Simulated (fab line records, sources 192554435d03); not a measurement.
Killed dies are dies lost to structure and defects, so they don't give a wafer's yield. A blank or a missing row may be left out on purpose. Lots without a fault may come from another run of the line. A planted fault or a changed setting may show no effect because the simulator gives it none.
A struck lot beside a sound one | flow n5_finfet | 38 steps out of a route of 1938
Sound: wafers L575.1, L575.2, L575.5. Struck: wafers L571.3, L571.4, L571.5. The cause comes at the end.
At each step with rows: each side's tool, then ch and its chambers, then its first start. Under that, the readings that differ: sound wafers | struck wafers | difference of the means | sigmas: that difference in standard deviations of wafers without a fault.
alike: readings whose means differ by less than 2 such deviations, and words and numbers that are the same on both sides. not compared: withheld readings, readings that some wafer has no value for, bounds like >300 that may hide the same value, and numbers for which the record gives no deviation and whose values overlap.
The two part at a step that has a row with sigmas, a row that says differs or no value, or rows on one side only. Numbers that don't overlap but have no deviation are shown without sigmas and don't part them. A reading that every wafer of one side lacks parts them only if that side has two wafers or more.

first, 10 steps without rows for these wafers: N5_PMOS_HMC_CHANNEL_EPI_PRECLEAN_37 (cleans in O3/DIW, time 45 s); N5_PMOS_HMC_CHANNEL_EPI_PRECLEAN_24 (cleans in DHF, time 30 s); N5_PMOS_HMC_CHANNEL_EPI_SRD_25 (time 30 s); N5_PMOS_HMC_CHANNEL_EPI_EPI_26 (deposits Si from SiH4/H2, target thk 3.8 nm, time 22.7 s); N5_FIN_SAQP_PRECLEAN_42 (cleans in O3/DIW, time 60 s); N5_FIN_SAQP_PRECLEAN_00 (cleans in SC1, time 60 s); N5_FIN_SAQP_PRECLEAN_44 (cleans in SC2, time 45 s); N5_FIN_SAQP_SRD_01 (time 30 s); N5_FIN_SAQP_ALD_61 (deposits SiO2, target thk 4 nm, pulse time 1 s, purge time 2 s); N5_FIN_SAQP_DENSIFY_62 (time 60 s).
N5_FIN_SAQP_HM_DEP_03: deposits SiNx from SiH4/NH3/N2, target thk 38 nm, time 33.6 s.
  sound on pecvd-03 ch 0,1,2, day 6 04:14; struck on pecvd-01 ch 1,2, day 5 02:57
  reading                                      | sound             | struck           | difference | sigmas
  model.SiNx_of_FIN_SAQP_HM_DEP_03.thk_nm (nm) | 38.05 37.82 38.08 | 32.04 32.38 32.5 | -5.68      |
  alike: heater_power_w, showerhead_plenum_p_Torr, showerhead_vpp_V, susceptor_temp_C, throttle_valve_pct
N5_FIN_SAQP_THK_MEAS_05:
  sound on film_metro-01, day 6 04:19; struck on film_metro-02, day 5 03:02
  reading     | sound          | struck         | difference | sigmas
  thk_nm (nm) | 38.0 37.8 38.1 | 32.0 32.4 32.5 | -5.7       | -11
then, 24 steps without rows for these wafers: N5_FIN_SAQP_PECVD_47 (deposits a-Si from SiH4/He, target thk 45 nm, time 36.3 s); N5_FIN_SAQP_PECVD_48 (deposits SiNx from SiH4/NH3/N2, target thk 25 nm, time 22.1 s); N5_FIN_SAQP_PECVD_06 (deposits a-Si from SiH4/He, target thk 60 nm, time 48.1 s); N5_FIN_SAQP_HM_DEP_72 (deposits SiO2 from SiH4/N2O, target thk 12 nm, time 7.2 s); N5_FIN_SAQP_COAT_49 (time 60 s, resist thk 100 nm); N5_FIN_SAQP_COAT_50 (time 60 s, resist thk 35 nm); N5_FIN_SAQP_COAT_10 (resist thk 90 nm); N5_FIN_SAQP_EBR_12; N5_FIN_SAQP_SOFTBAKE_11 (time 60 s); N5_FIN_SAQP_EXPOSE_13 (exposes mask FIN CORE, target cd 35.6 nm); N5_FIN_SAQP_PEB_14 (peb time 60 s); N5_FIN_SAQP_DEVELOP_15 (develop time 30 s); N5_FIN_SAQP_DESCUM_21 (chemistry O2, time 7.9 s); N5_FIN_SAQP_ETCH_51 (etches SiARC in CF4, target depth 45.5 nm, time 75.8 s); N5_FIN_SAQP_ETCH_52 (etches SOC in N2/H2, target depth 100 nm, overetch 20 nm, time 150 s); N5_FIN_SAQP_STRIP_53 (strips in N2/H2); N5_FIN_SAQP_HM_OPEN_73 (chemistry CHF3/O2, target SiO2, stops on a-Si, target depth 12 nm, time 16.8 s); N5_FIN_SAQP_STRIP_74 (strips in CHF3/O2); N5_FIN_SAQP_MANDREL_ETCH_22 (etches a-Si in HBr/Cl2, stops on SiNx, target depth 60 nm, bt time 10 s, time 30 s); N5_FIN_SAQP_STRIP_55 (strips in N2/H2); N5_FIN_SAQP_STRIP_23 (strips in SPM, time 750 s); N5_FIN_SAQP_SRD_66 (time 30 s); N5_FIN_SAQP_RECESS_75 (chemistry HF/NH3, target SiO2, target depth 14.4 nm, afs cycles 3, sublimation time 60 s); N5_FIN_SAQP_SPACER1_ALD_24 (deposits SiO2, target thk 20.3 nm, pulse time 1 s, purge time 2 s).
N5_FIN_SAQP_HM_OPEN_33: chemistry CH3F/O2, target SiNx, target depth 49.4 nm, time 70.6 s.
  sound on rie_diel-05 ch 0,2,3, day 6 09:55; struck on rie_diel-04 ch 2,3, day 5 09:18
  reading                  | sound             | struck            | difference | sigmas
  etch_rf_on_time_s (s)    | 69.8 69.6 71.5    | 56.8 59.8 57.7    | -12.2      | -8
  model.etch.depth_nm (nm) | 37.42 37.19 37.35 | 31.41 31.57 31.69 | -5.76      |
  alike: chamber_pressure_mTorr, drypump_motor_current_A, oes_product_au, rf_vpp_V, showerhead_plenum_p_Torr, throttle_valve_pct
  not compared: rf_hours_counter_h
N5_STI_FIN_REVEAL_RECESS_09: chemistry HF/NH3, target SiO2, afs cycles 11, target depth 42.5 nm, sublimation time 60 s.
  sound on vapor_etch-02 ch 0,1, day 6 18:07; struck on vapor_etch-02 ch 0,1, day 5 18:50
  reading                                      | sound          | struck     | difference | sigmas
  model.SiNx_of_FIN_SAQP_HM_DEP_03.thk_nm (nm) | 18.4 17.6 18.2 | 12.6 12 12 | -5.9       |
  alike: drypump_motor_current_A

WHERE THEY PART
First at N5_FIN_SAQP_THK_MEAS_05; last, within this record, at N5_FIN_SAQP_HM_OPEN_33. Later steps at which nothing parts them and some readings are alike: N5_STI_FIN_REVEAL_RECESS_09.

WHY: what the simulator had put in
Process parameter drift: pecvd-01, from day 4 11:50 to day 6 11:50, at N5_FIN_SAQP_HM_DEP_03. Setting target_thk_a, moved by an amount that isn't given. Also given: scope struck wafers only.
